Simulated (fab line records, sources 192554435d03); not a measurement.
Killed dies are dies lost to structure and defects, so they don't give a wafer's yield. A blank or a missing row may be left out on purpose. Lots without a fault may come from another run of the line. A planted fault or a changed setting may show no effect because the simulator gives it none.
Which tool did it? | flow n5_finfet | 13 lots, 30 wafers sampled, at 6 steps of a route of 1938

WHAT THE GAUGES READ, wafer by wafer
N5_BEOL_M4_RC_MEAS_101. Usual: DIBL_N 37.5 mV/V, standard deviation 2; DIBL_P 37.5 mV/V, standard deviation 2.5; IOFF_N 0.18 nA/um, standard deviation 0.042; IOFF_P 0.24 nA/um, standard deviation 0.046; ION_N 677 uA/um, standard deviation 15; ION_P 464 uA/um, standard deviation 9.5; SS_N 72.0 mV/dec, standard deviation 0.76; SS_P 73.6 mV/dec, standard deviation 0.79; VT_N 249 mV, standard deviation 3.5; VT_P -249 mV, standard deviation 3.2.
lot  | measured     | on        | DIBL_N (mV/V)  | DIBL_P (mV/V)  | IOFF_N (nA/um) | IOFF_P (nA/um) | ION_N (uA/um) | ION_P (uA/um) | SS_N (mV/dec)  | SS_P (mV/dec)  | VT_N (mV)   | VT_P (mV)      | flag
L151 | day 8 02:11  | prober-02 | 37.0 38.1      | 38.6 39.7      | 0.17 0.18      | 0.23 0.26      | 691 667       | 466 458       | 72.8 72.8      | 74.1 74.7      | 247 251     | -251 -249      |
L152 | day 8 05:43  | prober-01 | 34.7 38.8      | 34.3 37.2      | 0.14 0.21      | 0.18 0.21      | 698 670       | 476 459       | 71.2 73.5      | 72.8 73.6      | 254 247     | -251 -253      |
L153 | day 8 13:19  | prober-01 | 36.9 37.5      | 37.5 39.2      | 0.16 0.18      | 0.20 0.23      | 657 670       | 451 455       | 72.8 72.1      | 73.8 74.4      | 251 249     | -256 -250      |
L155 | day 9 03:02  | prober-01 | 34.2 36.0 36.8 | 34.4 37.9 38.0 | 0.15 0.18 0.20 | 0.18 0.24 0.23 | 682 670 687   | 471 457 464   | 72.3 72.0 72.0 | 73.2 73.3 74.3 | 253 247 247 | -254 -249 -251 |
L156 | day 9 10:41  | prober-02 | 37.3 39.1 34.8 | 36.9 38.0 35.0 | 0.17 0.20 0.13 | 0.24 0.26 0.23 | 678 684 650   | 469 472 454   | 71.4 72.7 71.0 | 74.0 74.2 74.0 | 249 248 250 | -249 -247 -248 |
L157 | day 9 12:52  | prober-02 | 36.8 38.7      | 37.1 38.1      | 0.14 0.19      | 0.24 0.25      | 645 679       | 448 464       | 70.6 71.8      | 73.9 73.3      | 254 247     | -251 -249      |
L159 | day 10 05:03 | prober-02 | 38.8 38.0 39.1 | 39.8 37.3 39.7 | 0.21 0.18 0.19 | 0.29 0.24 0.28 | 691 677 667   | 475 465 468   | 71.1 71.7 71.3 | 74.3 73.2 74.1 | 243 252 247 | -242 -247 -245 |
L160 | day 10 09:12 | prober-01 | 33.9 38.4      | 33.9 39.7      | 0.13 0.24      | 0.18 0.28      | 653 680       | 454 467       | 71.4 72.7      | 73.0 75.1      | 253 249     | -251 -246      |
L161 | day 10 12:13 | prober-01 | 37.1 37.0 36.0 | 40.3 38.0 37.7 | 0.19 0.19 0.15 | 0.27 0.20 0.20 | 658 665 654   | 446 449 446   | 71.9 73.0 72.2 | 74.3 72.5 72.6 | 250 248 254 | -252 -252 -255 |
L162 | day 11 04:28 | prober-01 | 37.6 36.7      | 36.7 34.8      | 0.15 0.16      | 0.21 0.19      | 672 681       | 463 464       | 70.9 71.4      | 73.2 73.0      | 251 250     | -249 -248      |
L164 | day 11 05:20 | prober-02 | 39.6 34.4      | 38.8 33.9      | 0.26 0.14      | 0.28 0.20      | 677 685       | 460 464       | 73.7 71.8      | 73.7 72.4      | 247 250     | -246 -251      |
L167 | day 12 02:47 | prober-01 | 37.0 37.5      | 37.8 38.3      | 0.19 0.19      | 0.24 0.25      | 702 671       | 482 465       | 72.2 72.0      | 73.1 74.7      | 250 248     | -248 -247      |
L170 | day 13 02:38 | prober-01 | 34.4 42.0      | 32.8 42.2      | 0.13 0.33      | 0.20 0.38      | 667 704       | 465 485       | 71.4 73.0      | 72.4 74.2      | 251 238     | -249 -242      |

WHICH TOOL RAN EACH LOT (tool, then ch and the chambers of the sampled wafers, then the start)
lot  | N5_BEOL_M2_SPUTTER_92        | N5_BEOL_M2_SPUTTER_94        | N5_BEOL_M2_ANNEAL_95         | N5_BEOL_M2_ECD_50              | N5_BEOL_M2_CMP_52
L151 | pvd_sputter-02, day 7 01:16  | pvd_sputter-02, day 7 01:29  | pvd_sputter-02, day 7 01:34  | ecd_cu-02 ch 1, day 7 01:49    | cmp-02 ch 0, day 7 02:19
L152 | pvd_sputter-01, day 7 10:35  | pvd_sputter-01, day 7 10:49  | pvd_sputter-01, day 7 10:53  | ecd_cu-02 ch 0, day 7 11:09    | cmp-02 ch 2,3, day 7 11:37
L153 | pvd_sputter-03, day 7 12:43  | pvd_sputter-03, day 7 12:56  | pvd_sputter-03, day 7 13:01  | ecd_cu-01 ch 0, day 7 13:16    | cmp-01 ch 1,2, day 7 13:43
L155 | pvd_sputter-01, day 7 20:04  | pvd_sputter-01, day 7 20:17  | pvd_sputter-01, day 7 20:22  | ecd_cu-02 ch 0,1, day 7 20:38  | cmp-01 ch 0,1,3, day 7 21:00
L156 | pvd_sputter-03, day 8 11:03  | pvd_sputter-03, day 8 11:16  | pvd_sputter-03, day 8 11:21  | ecd_cu-02 ch 0,1, day 8 11:37  | cmp-03 ch 0,1,3, day 8 12:06
L157 | pvd_sputter-02, day 8 17:26  | pvd_sputter-02, day 8 17:40  | pvd_sputter-02, day 8 17:44  | ecd_cu-02 ch 0,1, day 8 18:00  | cmp-03 ch 0,2, day 8 18:30
L159 | pvd_sputter-03, day 9 08:30  | pvd_sputter-03, day 9 08:43  | pvd_sputter-03, day 9 08:48  | ecd_cu-02 ch 0,1, day 9 09:04  | cmp-03 ch 1,2,3, day 9 10:02
L160 | pvd_sputter-02, day 9 11:16  | pvd_sputter-02, day 9 11:29  | pvd_sputter-02, day 9 11:34  | ecd_cu-02 ch 0,1, day 9 11:50  | cmp-03 ch 2,3, day 9 12:14
L161 | pvd_sputter-02, day 9 14:15  | pvd_sputter-02, day 9 14:28  | pvd_sputter-02, day 9 14:33  | ecd_cu-01 ch 0,1, day 9 14:48  | cmp-01 ch 1,2,3, day 9 15:13
L162 | pvd_sputter-01, day 10 03:13 | pvd_sputter-01, day 10 03:26 | pvd_sputter-01, day 10 03:31 | ecd_cu-01 ch 0, day 10 03:46   | cmp-03 ch 0,3, day 10 04:16
L164 | pvd_sputter-02, day 10 04:54 | pvd_sputter-02, day 10 05:07 | pvd_sputter-02, day 10 05:14 | ecd_cu-01 ch 0,1, day 10 05:27 | cmp-03 ch 1,2, day 10 05:56
L167 | pvd_sputter-01, day 10 23:41 | pvd_sputter-01, day 10 23:55 | pvd_sputter-01, day 10 23:59 | ecd_cu-01 ch 0,1, day 11 00:14 | cmp-01 ch 1,2, day 11 00:42
L170 | pvd_sputter-01, day 12 01:02 | pvd_sputter-01, day 12 01:15 | pvd_sputter-01, day 12 01:20 | ecd_cu-01 ch 0,1, day 12 01:35 | cmp-02 ch 0,2, day 12 02:01
- N5_BEOL_M2_SPUTTER_92: material Cu, target thk 4.5 nm, time 8.29 s.
- N5_BEOL_M2_SPUTTER_94: material Cu, target thk 4.5 nm, time 8.29 s.
- N5_BEOL_M2_ANNEAL_95: time 240 s.
- N5_BEOL_M2_ECD_50: material Cu, target thk 300 nm.
- N5_BEOL_M2_CMP_52: polishes, stops on SiOC, t overpolish 6.8 s, target thk 40 nm.

WHAT THE TOOLS THEMSELVES READ (means of the sampled wafers that have a number; where no wafer has one, the mark that the record gives instead)
N5_BEOL_M2_SPUTTER_92. Usual: throttle_valve_pct 29.9 %, standard deviation 0.72.
lot  | tool           | throttle_valve_pct (%) | flag
L151 | pvd_sputter-02 | 29.9                   |
L152 | pvd_sputter-01 | 29.8                   |
L153 | pvd_sputter-03 | 30.4                   |
L155 | pvd_sputter-01 | 29.5                   |
L156 | pvd_sputter-03 | 29.7                   |
L157 | pvd_sputter-02 | 29.6                   |
L159 | pvd_sputter-03 | 30.0                   |
L160 | pvd_sputter-02 | 29.1                   |
L161 | pvd_sputter-02 | 29.6                   |
L162 | pvd_sputter-01 | 29.9                   |
L164 | pvd_sputter-02 | 30.2                   |
L167 | pvd_sputter-01 | 29.5                   |
L170 | pvd_sputter-01 | 29.9                   |

N5_BEOL_M2_SPUTTER_94. Usual: throttle_valve_pct 29.9 %, standard deviation 0.73.
lot  | tool           | throttle_valve_pct (%) | flag
L151 | pvd_sputter-02 | 29.6                   |
L152 | pvd_sputter-01 | 29.8                   |
L153 | pvd_sputter-03 | 30.5                   |
L155 | pvd_sputter-01 | 29.7                   |
L156 | pvd_sputter-03 | 29.8                   |
L157 | pvd_sputter-02 | 29.6                   |
L159 | pvd_sputter-03 | 30.1                   |
L160 | pvd_sputter-02 | 28.9                   |
L161 | pvd_sputter-02 | 29.6                   |
L162 | pvd_sputter-01 | 30.0                   |
L164 | pvd_sputter-02 | 30.3                   |
L167 | pvd_sputter-01 | 29.4                   |
L170 | pvd_sputter-01 | 29.9                   |

N5_BEOL_M2_ANNEAL_95. Usual: heater_power_w 822 W, standard deviation 77.
lot  | tool           | heater_power_w (W) | flag
L151 | pvd_sputter-02 | 769                |
L152 | pvd_sputter-01 | 810                |
L153 | pvd_sputter-03 | 783                |
L155 | pvd_sputter-01 | 838                |
L156 | pvd_sputter-03 | 819                |
L157 | pvd_sputter-02 | 690                |
L159 | pvd_sputter-03 | 770                |
L160 | pvd_sputter-02 | 840                |
L161 | pvd_sputter-02 | 817                |
L162 | pvd_sputter-01 | 837                |
L164 | pvd_sputter-02 | 741                |
L167 | pvd_sputter-01 | 818                |
L170 | pvd_sputter-01 | 814                |

N5_BEOL_M2_CMP_52. Usual: motor_current_A 6.4 A, standard deviation 0.68; retaining_ring_pressure_frac 1.000, standard deviation 0.0048; slurry_filter_dp_kPa 13.50 kPa, standard deviation 0.12; time_to_endpoint_s 61 s, standard deviation 4.4.
lot  | tool   | motor_current_A (A) | retaining_ring_pressure_frac | slurry_filter_dp_kPa (kPa) | time_to_endpoint_s (s) | flag
L151 | cmp-02 | 6.7                 | 1.002                        | 13.67                      | 67                     |
L152 | cmp-02 | 6.2                 | 0.996                        | 13.63                      | 54                     |
L153 | cmp-01 | 5.7                 | 0.996                        | 13.40                      | 60                     |
L155 | cmp-01 | 6.4                 | 0.997                        | 13.65                      | 65                     |
L156 | cmp-03 | 6.7                 | 1.001                        | 13.44                      | 62                     |
L157 | cmp-03 | 6.4                 | 1.000                        | 13.55                      | 58                     |
L159 | cmp-03 | 7.0                 | 1.003                        | 13.47                      | 64                     |
L160 | cmp-03 | 7.0                 | 1.003                        | 13.41                      | 60                     |
L161 | cmp-01 | 5.7                 | 1.006                        | 13.30                      | 66                     |
L162 | cmp-03 | 6.8                 | 1.002                        | 13.53                      | 64                     |
L164 | cmp-03 | 7.2                 | 0.996                        | 13.52                      | 60                     |
L167 | cmp-01 | 5.7                 | 1.005                        | 13.47                      | 72                     |
L170 | cmp-02 | 6.8                 | 0.995                        | 13.45                      | 74                     |

THE ANSWER, worked out from the rows above alone
Rule: a lot is off if the mean of its wafers that have a number lies more than 3 standard deviations from the usual mean. A lot without any number at a reading at which 4 lots or more have one is off too. The other lots that the step has rows for count as sound. The gauges are gone through in route order, then the tools' own readings, and for those a lot's mean is taken as printed above. The first step at which some lot is off is used, and at that step the reading that is off furthest; a lot without a number counts as furthest.
No lot is off at any reading shown: from this, nothing can be told.

WHAT THE SIMULATOR HAD PUT IN
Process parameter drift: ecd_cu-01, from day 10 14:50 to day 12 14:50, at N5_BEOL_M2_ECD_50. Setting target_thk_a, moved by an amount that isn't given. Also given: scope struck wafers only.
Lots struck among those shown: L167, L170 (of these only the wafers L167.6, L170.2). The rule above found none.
